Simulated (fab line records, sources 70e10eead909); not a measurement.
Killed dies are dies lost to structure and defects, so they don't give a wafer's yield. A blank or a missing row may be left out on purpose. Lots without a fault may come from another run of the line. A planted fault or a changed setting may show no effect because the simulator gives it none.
fab line records | flow nand_harc
record lots=6 wafers=18 last_day=32
route steps=1302 shown A_CHANNEL_HOLE_D2@604 A_CHANNEL_FILL_D2@610 END@1302
lots that met no fault: from a run of the same line without faults
start_h: hours from the record's first day to the start of the lot's first wafer shown | wait_h: hours since the lot's step before | " the same as in the row above | L1.1+2: a row that stands for several wafers | - no value, or no start given | * or withheld: withheld | < > ~ a bound
route shown NAME@n: a module of which the file shows steps, and the number in the route of the first | usual: mean/standard deviation of fault-free wafers | same: alike in all rows | chamber/n: place in a boat | sites: the reading at each site | _std_site: their standard deviation | _edge_site: outer sites' mean less inner sites' | radius_mm: how far each site lies from the wafer's centre | mask NAME#n: copy n | behind: the tool/chamber that last shaped the wafer | hold: why the lot was held/for how many hours/how that ended | device: the transistor (n, p or np) that didn't switch | end of line: the same wafers' tests at the end of the route | a step without rows: its recipe alone | killed: dies lost to structure and defects at the first sort, not the wafer's yield | map: a wafer's dies, x killed, . not, _ none there
set.NAME: the setting as run; set.NAME@STEP: as run at that earlier step | model.NAME: the simulator's own value behind a step, which no gauge read
lots at some steps of the route; a table a step, a row a wafer
services: from which hour (start_h, from the record's first day; less than 0 if before it) a tool's chamber was out of use, for how many hours, and why
## steps
# step NHARC_A_CHANNEL_HOLE_D2_STRIP_28
# recipe o2_flow_sccm=500 ar_flow_sccm=0 bias_w=0 chemistry=O2
# usual drypump_motor_current_A=5.6/0.59 oes_product_au=1.000/0.0077 rf_vpp_V=58.1/0.84 showerhead_plenum_p_Torr=3.63/0.12 throttle_valve_pct=17.036/0.0093
# columns lot.wafer tool chamber start_h wait_h drypump_motor_current_A oes_product_au rf_hours_counter_h rf_vpp_V showerhead_plenum_p_Torr throttle_valve_pct
L547.4 rie_diel-09 0 - - 5.5 1.007 4.7 57.1 3.60 17.041
L547.1 " 2 " " 4.8 0.994 1.2 58.3 3.70 17.039
L547.6 " 0 " " 5.5 1.000 - 57.9 3.60 17.038
L548.4 rie_diel-09 1 - - 5.2 1.008 5.8 57.7 3.76 17.050
L548.2 " 2 " " 4.8 0.996 2.6 57.6 3.70 17.038
L548.6 " 0 " " 5.5 1.009 - 59.1 3.60 17.043
L553.3 rie_diel-07 0 - - 5.8 0.993 8.7 57.6 3.60 17.038
L553.5 " 1 " " 6.4 1.004 - 59.3 3.75 17.027
L553.6 " 2 " " 4.6 0.988 - 57.4 3.68 17.032
L555.1 rie_diel-09 3 - - 5.8 1.000 10.0 56.5 3.67 17.053
L555.4 " 0 " " 5.5 0.994 9.2 60.0 3.60 17.034
L555.6 " 0 " " 5.5 0.997 - 56.9 3.60 17.040
L558.3 rie_diel-08 0 - - 6.0 1.008 5.3 57.0 3.31 17.034
L558.1 " 1 " " 5.3 1.005 5.2 57.3 3.74 17.049
L558.5 " 3 " " 5.4 1.016 - 59.0 3.57 17.043
L557.3 rie_diel-08 0 - - 6.0 1.006 5.5 57.0 3.31 17.028
L557.1 " 1 " " 5.2 1.000 5.3 58.1 3.74 17.021
L557.6 " 2 " " 5.5 1.012 - 57.1 3.32 17.026
# step NHARC_A_CHANNEL_HOLE_D2_PRECLEAN_29
# recipe time_s=* temp_c=50 bath_age_min=0 chemistry=SC1
# step NHARC_A_CHANNEL_HOLE_D2_SRD_30
# step NHARC_A_CHANNEL_HOLE_D2_CD_MEAS_31
# usual cd_nm=90.1/1.2
# columns lot.wafer tool chamber start_h wait_h cd_nm
L547.1 cd_sem-03 - 376.38 - 91.8
L547.4 " - " " 91.3
L547.6 " - " " 89.6
L548.2 cd_sem-01 - 397.77 - 90.2
L548.4 " - " " 91.2
L548.6 " - " " 90.8
L553.3 cd_sem-01 - 445.40 - 90.3
L553.5 " - " " 90.1
L553.6 " - " " 91.2
L555.1 cd_sem-01 - 471.12 - 89.4
L555.4 " - " " 89.9
L555.6 " - " " 89.7
L558.1 cd_sem-02 - 489.15 - 89.7
L558.3 " - " " 90.1
L558.5 " - " " 89.4
L557.1 cd_sem-01 - 493.12 - 90.1
L557.3 " - " " 87.5
L557.6 " - " " 88.9
# step NHARC_A_CHANNEL_HOLE_D2_XSEM_32
# recipe landing_energy_ev=35000
# usual bot_cd_nm=74.7/1.4 bow_nm=8.64/0.25 tilt_deg=0.07/0.049
# columns lot.wafer tool chamber start_h wait_h bot_cd_nm bow_nm tilt_deg
L547.1 xsem-02 0 376.47 0.1 77.2 8.50 0.02
L547.4 " 0 " " 76.6 8.52 0.02
L547.6 " 0 " " 74.9 8.46 0.02
L548.2 xsem-01 0 397.86 0.1 75.0 8.46 0.02
L548.4 " 0 " " 75.8 8.47 0.02
L548.6 " 0 " " 75.3 8.45 0.01
L553.3 xsem-01 0 445.49 0.1 73.1 8.80 0.15
L553.5 " 0 " " 73.7 8.73 0.15
L553.6 " 0 " " 73.9 8.88 0.15
L555.1 xsem-01 0 471.22 0.1 75.0 8.86 0.11
L555.4 " 0 " " 76.0 8.81 0.11
L555.6 " 0 " " 75.6 8.91 0.11
L558.1 xsem-02 0 489.24 0.1 74.7 8.41 -0.02
L558.3 " 0 " " 74.5 8.44 -0.02
L558.5 " 0 " " 73.8 8.41 -0.02
L557.1 xsem-01 0 493.20 0.1 74.3 9.02 0.11
L557.3 " 0 " " 72.1 9.03 0.11
L557.6 " 0 " " 72.5 9.03 0.11
# step NHARC_A_CHANNEL_HOLE_D2_INSPECT_40
# usual raw_defect_count=270/84
# columns lot.wafer tool chamber start_h wait_h raw_defect_count
L547.1 defect_inspect-02 - 376.57 - 242
L547.4 " - " " 267
L547.6 " - " " 196
L548.2 defect_inspect-02 - 397.95 - 266
L548.4 " - " " 343
L548.6 " - " " 281
L553.3 defect_inspect-01 - 445.58 - 194
L553.5 " - " " 186
L553.6 " - " " 243
L555.1 defect_inspect-01 - 471.31 - 336
L555.4 " - " " 347
L555.6 " - " " 312
L558.1 defect_inspect-02 - 489.34 - 189
L558.3 " - " " 328
L558.5 " - " " 213
L557.1 defect_inspect-01 - 493.30 - 263
L557.3 " - " " 291
L557.6 " - " " 269
# step NHARC_A_CHANNEL_FILL_D2_PRECLEAN_00
# recipe time_s=* temp_c=50 bath_age_min=0 chemistry=SC1
# step NHARC_A_CHANNEL_FILL_D2_SRD_01
# step NHARC_A_CHANNEL_FILL_D2_ALD_02
# recipe target_thk_a=60 pulse_time_s=10 ald_cycles=60 temp_c=300 material=SiO2
# usual ald_cycles=60/0 heater_power_w=480/61 precursor_pulse_height_rel=1.002/0.019
# columns lot.wafer tool chamber start_h wait_h ald_cycles heater_power_w precursor_pulse_height_rel since_wet_clean_h
L547.4 ald_hk-02 0 378.00 - 60 495 1.024 13
L547.1 " 1 " " 60 463 1.041 13
L547.6 " 3 " " 60 600 1.015 -
L548.4 ald_hk-02 3 398.29 - 60 594 1.003 34
L548.2 " 0 " " 60 479 1.015 34
L548.6 " 2 " " 60 513 0.997 -
L553.3 ald_hk-02 3 447.60 - 60 593 0.998 83
L553.6 " 2 " " 60 526 0.976 -
L553.5 " 3 " " 60 608 0.970 -
L555.4 ald_hk-02 0 471.58 - 60 495 1.005 107
L555.1 " 2 " " 60 532 1.010 107
L555.6 " 0 " " 60 505 0.992 -
L558.3 ald_hk-04 1 490.72 - 60 371 0.946 40
L558.1 " 2 " " 60 495 1.020 40
L558.5 " 1 " " 60 368 1.027 -
L557.1 ald_hk-04 2 493.50 - 60 495 1.014 43
L557.3 " 0 " " 60 435 1.022 43
L557.6 " 2 " " 60 507 0.978 -
# step NHARC_A_CHANNEL_FILL_D2_ALD_03
# recipe target_thk_a=60 pulse_time_s=60 ald_cycles=58 temp_c=630 pressure_torr=2 material=SiNx
# usual ald_cycles=58/0 precursor_pulse_height_rel=0.998/0.02
# columns lot.wafer tool chamber start_h wait_h ald_cycles precursor_pulse_height_rel
L547.1 ald_sin_batch-01 0 - - 58 0.948
L547.4 " 0 " " 58 0.996
L547.6 " 0 " " 58 0.983
L548.2 ald_sin_batch-01 0 - - 58 1.000
L548.4 " 0 " " 58 0.986
L548.6 " 0 " " 58 1.017
L553.3 ald_sin_batch-02 0 - - 58 1.008
L553.5 " 0 " " 58 0.964
L553.6 " 0 " " 58 0.962
L555.1 ald_sin_batch-01 0 - - 58 0.998
L555.4 " 0 " " 58 0.986
L555.6 " 0 " " 58 0.967
L558.1 ald_sin_batch-03 0 - - 58 0.993
L558.3 " 0 " " 58 1.019
L558.5 " 0 " " 58 1.000
L557.1 ald_sin_batch-01 0 - - 58 1.006
L557.3 " 0 " " 58 0.988
L557.6 " 0 " " 58 0.992
# step NHARC_A_CHANNEL_FILL_D2_ALD_14
# recipe target_thk_a=25 pulse_time_s=10 ald_cycles=25 temp_c=300 material=SiO2
# usual ald_cycles=25/0 heater_power_w=481/55 precursor_pulse_height_rel=0.998/0.019
# columns lot.wafer tool chamber start_h wait_h ald_cycles heater_power_w precursor_pulse_height_rel since_wet_clean_h
L547.4 ald_hk-03 1 384.97 0.1 25 429 1.022 158
L547.1 " 2 " " 25 543 0.998 158
L547.6 " 0 " " 25 480 1.024 -
L548.4 ald_hk-03 2 408.46 3.3 25 538 1.017 3
L548.2 " 3 " " 25 510 0.988 3
L548.6 " 3 " " 25 540 0.988 -
L553.3 ald_hk-04 0 454.93 0.1 25 430 0.955 4
L553.6 " 2 " " 25 491 1.021 -
L553.5 " 3 " " 25 494 0.985 -
L555.1 ald_hk-03 0 478.51 0.0 25 469 0.998 73
L555.4 " 3 " " 25 519 1.009 73
L555.6 " 1 " " 25 440 0.970 -
L558.3 ald_hk-04 1 497.78 0.0 25 375 0.964 47
L558.1 " 2 " " 25 509 1.024 47
L558.5 " 2 " " 25 479 0.983 -
L557.1 ald_hk-04 1 501.13 0.7 25 373 1.003 51
L557.3 " 3 " " 25 501 1.017 51
L557.6 " 1 " " 25 370 0.980 -
# step NHARC_A_CHANNEL_FILL_D2_ALD_15
# recipe target_thk_a=20 pulse_time_s=60 ald_cycles=19 temp_c=630 pressure_torr=2 material=SiNx
# step NHARC_A_CHANNEL_FILL_D2_ALD_16
# recipe target_thk_a=15 pulse_time_s=10 ald_cycles=15 temp_c=300 material=SiO2
# usual ald_cycles=15/0 heater_power_w=488/57 precursor_pulse_height_rel=1.000/0.02
# columns lot.wafer tool chamber start_h wait_h ald_cycles heater_power_w precursor_pulse_height_rel since_wet_clean_h
L547.1 ald_hk-02 3 390.08 0.0 13 589 1.024 25
L547.4 " 0 " " 13 492 1.008 25
L547.6 " 0 " " 13 493 1.015 -
L548.2 ald_hk-02 3 413.70 0.1 13 601 1.024 49
L548.4 " 0 " " 13 481 0.988 49
L548.6 " 1 " " 13 471 1.008 -
L553.3 ald_hk-04 2 460.06 0.1 15 489 1.020 10
L553.5 " 1 " " 15 370 0.982 -
L553.6 " 2 " " 15 511 1.008 -
L555.4 ald_hk-02 0 483.69 0.0 15 493 0.990 119
L555.1 " 2 " " 15 538 1.032 119
L555.6 " 0 " " 15 505 1.009 -
L558.1 ald_hk-04 2 502.99 0.0 15 493 1.021 52
L558.3 " 0 " " 15 427 0.997 52
L558.5 " 3 " " 15 492 1.006 -
L557.3 ald_hk-03 2 506.34 0.1 15 536 0.970 101
L557.1 " 0 " " 15 476 0.980 101
L557.6 " 1 " " 15 436 1.006 -
# step NHARC_A_CHANNEL_FILL_D2_ANNEAL_17
# recipe temp_c=850 time_s=1800
# step NHARC_END_SORT_01
# recipe temp_c=25
# usual killed_at_array=50/18 killed_at_other=0.8/1.1 killed_at_periphery=4.1/2.9 killed_dies=55/18 killed_open=3.5/1.9 killed_short=2.4/1.5
# same gross_dies=677
# columns lot.wafer tool chamber start_h wait_h killed_at_array killed_at_other killed_at_periphery killed_dies killed_open killed_short
L548.2 prober-02 0 670.95 2.8 49 4 6 59 7 2
L548.4 prober-02 0 672.59 3.5 58 2 6 66 7 1
L548.6 prober-02 0 674.22 4.1 57 2 4 63 4 2
L553.3 prober-01 0 720.30 3.1 29 0 1 30 0 3
L553.5 prober-01 0 721.90 3.7 31 1 2 34 2 2
L553.6 prober-01 0 722.70 4.0 31 0 6 37 6 4
L555.1 prober-02 0 736.55 2.5 62 0 10 72 1 3
L555.4 prober-02 0 738.92 3.4 57 0 5 62 2 2
L555.6 prober-02 0 740.50 4.0 58 0 6 64 1 2
L557.1 prober-01 0 754.63 2.5 57 0 3 60 4 3
L557.3 prober-01 0 756.22 3.1 82 0 3 85 2 3
L557.6 prober-01 0 758.60 4.0 63 0 5 68 3 3
# killed by level:class
L548.2 A_SLIT:chamber_film_flake=18 A_CHANNEL_HOLE_D2:chamber_film_flake=13 A_CHANNEL_HOLE_D1:chamber_film_flake=5 A_STAIRCASE:chamber_film_flake=4 THIN_TSV:chamber_film_flake=4 A_CONTACT:chamber_film_flake=3 P_M2:chamber_film_flake=2 P_GATE:geometric_particle:open=1
L548.4 A_SLIT:chamber_film_flake=21 A_CHANNEL_HOLE_D2:chamber_film_flake=16 A_CHANNEL_HOLE_D1:chamber_film_flake=7 A_CONTACT:chamber_film_flake=6 A_CONTACT:geometric_particle:open=2 P_M2:chamber_film_flake=2 A_STAIRCASE:chamber_film_flake=2 P_CONTACT:geometric_particle:open=1
L548.6 A_SLIT:chamber_film_flake=25 A_CHANNEL_HOLE_D2:chamber_film_flake=17 A_STAIRCASE:chamber_film_flake=5 A_WL_FILL:chamber_film_flake=2 THIN_TSV:chamber_film_flake=2 P_M0:geometric_particle:open=1 A_DECK1_JOINT:geometric_particle:open=1 A_DECK1_JOINT:geometric_particle:short=1
L553.3 A_CONTACT:chamber_film_flake=7 A_CHANNEL_HOLE_D1:chamber_film_flake=6 A_SLIT:chamber_film_flake=5 A_STAIRCASE:chamber_film_flake=3 A_DECK1_JOINT:chamber_film_flake=3 A_SGD_CUT:geometric_particle:short=1 A_WL_FILL:geometric_particle:short=1 A_M0:geometric_particle:short=1
L553.5 A_CONTACT:chamber_film_flake=10 A_CHANNEL_HOLE_D1:chamber_film_flake=6 A_SLIT:chamber_film_flake=4 A_DECK1_JOINT:chamber_film_flake=3 A_SOURCE_PLATE:geometric_particle:short=1 A_CHANNEL_HOLE_D2:geometric_particle:short=1 A_WL_FILL:geometric_particle:open=1 A_BONDPAD:geometric_particle:open=1
L553.6 A_CONTACT:chamber_film_flake=10 A_CHANNEL_HOLE_D1:chamber_film_flake=7 A_DECK1_JOINT:chamber_film_flake=4 P_GATE:geometric_particle:open=3 A_STAIRCASE:chamber_film_flake=3 P_ZERO_WELL:chamber_film_flake=2 P_STI:geometric_particle:short=1 A_DECK1_JOINT:geometric_particle:short=1
L555.1 A_SLIT:chamber_film_flake=21 A_CHANNEL_HOLE_D2:chamber_film_flake=13 A_CHANNEL_HOLE_D1:chamber_film_flake=10 P_GATE:chamber_film_flake=8 A_CONTACT:chamber_film_flake=5 A_SGD_CUT:chamber_film_flake=4 A_WL_FILL:chamber_film_flake=3 A_STAIRCASE:chamber_film_flake=2
L555.4 A_SLIT:chamber_film_flake=23 A_CHANNEL_HOLE_D2:chamber_film_flake=13 A_CONTACT:chamber_film_flake=6 A_CHANNEL_HOLE_D1:chamber_film_flake=5 P_GATE:chamber_film_flake=3 A_SGD_CUT:chamber_film_flake=2 P_M0:geometric_particle:short=1 A_CHANNEL_FILL_D2:geometric_particle:short=1
L555.6 A_SLIT:chamber_film_flake=19 A_CHANNEL_HOLE_D2:chamber_film_flake=14 A_CHANNEL_HOLE_D1:chamber_film_flake=11 A_SGD_CUT:chamber_film_flake=4 A_CONTACT:chamber_film_flake=3 P_GATE:chamber_film_flake=2 A_STAIRCASE:chamber_film_flake=2 A_WL_FILL:chamber_film_flake=2
L557.1 A_SLIT:chamber_film_flake=21 A_CHANNEL_HOLE_D2:chamber_film_flake=11 A_CHANNEL_HOLE_D1:chamber_film_flake=10 A_CONTACT:chamber_film_flake=4 A_WL_FILL:chamber_film_flake=3 A_CHANNEL_FILL_D2:geometric_particle:open=2 A_STAIRCASE:chamber_film_flake=2 P_M0:geometric_particle:open=1
L557.3 A_SLIT:chamber_film_flake=30 A_CHANNEL_HOLE_D2:chamber_film_flake=17 A_CHANNEL_HOLE_D1:chamber_film_flake=14 A_STAIRCASE:chamber_film_flake=8 A_CONTACT:chamber_film_flake=3 A_WL_FILL:chamber_film_flake=3 A_M1:chamber_film_flake=2 P_CONTACT:geometric_particle:short=1
L557.6 A_SLIT:chamber_film_flake=23 A_CHANNEL_HOLE_D2:chamber_film_flake=19 A_CHANNEL_HOLE_D1:chamber_film_flake=7 A_WL_FILL:chamber_film_flake=3 A_CONTACT:chamber_film_flake=3 A_BONDPAD:chamber_film_flake=2 P_CONTACT:geometric_particle:short=1 P_M0:geometric_particle:open=1
## services
# columns tool chamber start_h hours kind
ald_hk-02 - 354.74 10.0 pm
ald_hk-02 0 354.74 10.0 vent_cycle
ald_hk-02 1 354.74 10.0 vent_cycle
ald_hk-02 2 354.74 10.0 vent_cycle
ald_hk-02 3 354.74 10.0 vent_cycle
rie_diel-08 3 359.45 1.3 repair
ald_hk-02 0 364.74 - clean
ald_hk-02 1 364.74 - clean
ald_hk-02 2 364.74 - clean
ald_hk-02 3 364.74 - clean
rie_diel-08 - 367.83 9.0 pm
xsem-01 - 374.00 14.0 pm
ald_hk-03 - 395.40 10.0 pm
rie_diel-09 - 407.66 1.2 repair
rie_diel-09 - 422.98 0.3 repair
ald_hk-04 0 450.58 - clean
ald_hk-04 1 450.58 - clean
ald_sin_batch-03 - 463.72 26.0 pm
rie_diel-07 - 471.21 9.0 pm
rie_diel-09 - 477.43 0.3 repair
rie_diel-08 3 484.40 1.7 repair
rie_diel-09 - 497.11 9.0 pm
ald_hk-02 - 499.24 1.3 repair
ald_sin_batch-01 - 506.27 26.0 pm
## key
first_sign step=NHARC_A_CHANNEL_FILL_D2_ALD_16 reading=ald_cycles direction=down sigmas=99+ usual=15 struck=13
effect none on later readings
met_at NHARC_A_CHANNEL_FILL_D2_ALD_16
struck_wafers L547.1,L547.4,L547.6,L548.2,L548.4,L548.6
tester_left_out L547,L548
fault kind=process_parameter_drift tool=ald_hk-02 chamber=- onset_h=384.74 steps=NHARC_A_CHANNEL_FILL_D2_ALD_16 channel=ald_cycles offset=-2 shape=step end_h=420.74 acts_in=these_recipes_only stated=15
# tester_left_out: of these lots the tester's yield and bins aren't shown, on N5 and GAA mostly nor the transistor test; their killed dies are dies lost to structure and defects alone, not to doping, threshold or leakage, so they don't give the yield
